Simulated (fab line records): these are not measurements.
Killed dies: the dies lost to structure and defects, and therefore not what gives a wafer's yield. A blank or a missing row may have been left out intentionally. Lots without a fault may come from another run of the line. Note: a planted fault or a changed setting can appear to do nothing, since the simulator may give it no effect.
Matching of chambers | flow nand_harc | rie_diel-13 running NHARC_A_BLC_DESCUM_15: 3 sister chambers
The step chemistry O2, time 3 s. 14 wafers are shown with their chamber, then 6 later ones without.

== EACH WAFER AND ITS CHAMBER ==
wafer  | chamber | oes_product_au (a.u.) | throttle_valve_pct (%) | rf_vpp_V (V)
L767.2 | 1       | 1.003                 | 11.311                 | 58.0
L767.4 | 2       | 1.002                 | 11.302                 | 56.8
L767.5 | 2       | 1.012                 | 11.310                 | 59.4
L770.1 | 0       | 0.994                 | 11.317                 | 58.6
L770.4 | 0       | 1.011                 | 11.314                 | 57.3
L770.6 | 1       | 1.001                 | 11.300                 | 58.0
L769.1 | 2       | 1.001                 | 11.314                 | 56.6
L769.2 | 0       | 1.003                 | 11.295                 | 58.0
L769.6 | 1       | 0.993                 | 11.311                 | 57.3
L775.1 | 2       | 1.006                 | 11.312                 | 58.5
L775.3 | 0       | 0.992                 | 11.330                 | 55.8
L775.4 | 0       | 0.987                 | 11.321                 | 58.0
L778.1 | 2       | 1.003                 | 11.315                 | 57.8
L778.2 | 0       | 1.000                 | 11.303                 | 59.5

SIGNATURES, as means of the wafers listed above
reading            | chamber 0 | chamber 1 | chamber 2 | scatter within a chamber
oes_product_au     | 0.99783   | 0.99900   | 1.00480   | 0.00678
throttle_valve_pct | 11.31333  | 11.30733  | 11.31060  | 0.00944
rf_vpp_V           | 57.867    | 57.767    | 57.820    | 1.11
Rule: a wafer's distance from a chamber is the root of the sum, over the readings, of the square of ((its reading less the chamber's mean) divided by the reading's scatter). If the next closest chamber is less than 2 further off than the closest, the wafer can't be placed; otherwise it belongs to the closest. How the scatter is found: for the shown wafers, subtract from each reading the mean of its chamber, square and add these, divide the total by (wafers less chambers), then take the root.

== WAFERS MISSING THEIR CHAMBER ==
wafer  | oes_product_au (a.u.) | throttle_valve_pct (%) | rf_vpp_V (V)
L778.6 | 0.996                 | 11.314                 | 59.4
L788.4 | 0.986                 | 11.310                 | 57.9
L788.5 | 0.986                 | 11.298                 | 58.0
L790.1 | 1.012                 | 11.301                 | 56.3
L790.2 | 0.978                 | 11.315                 | 58.8
L790.5 | 0.985                 | 11.317                 | 59.0

== CHAMBER TAKEN BY EACH ==
wafer  | from the rows above          | in truth
L778.6 | can't be placed: 0 or 1 or 2 | 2
L788.4 | can't be placed: 0 or 1 or 2 | 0
L788.5 | can't be placed: 1 or 0 or 2 | 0
L790.1 | can't be placed: 2 or 1 or 0 | 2
L790.2 | can't be placed: 0 or 1 or 2 | 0
L790.5 | can't be placed: 0 or 1 or 2 | 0
Correct placement for 0 of the 6. Unplaceable from these rows: 6, with the true chamber sitting among the candidates in 6. 0 placed wrongly.
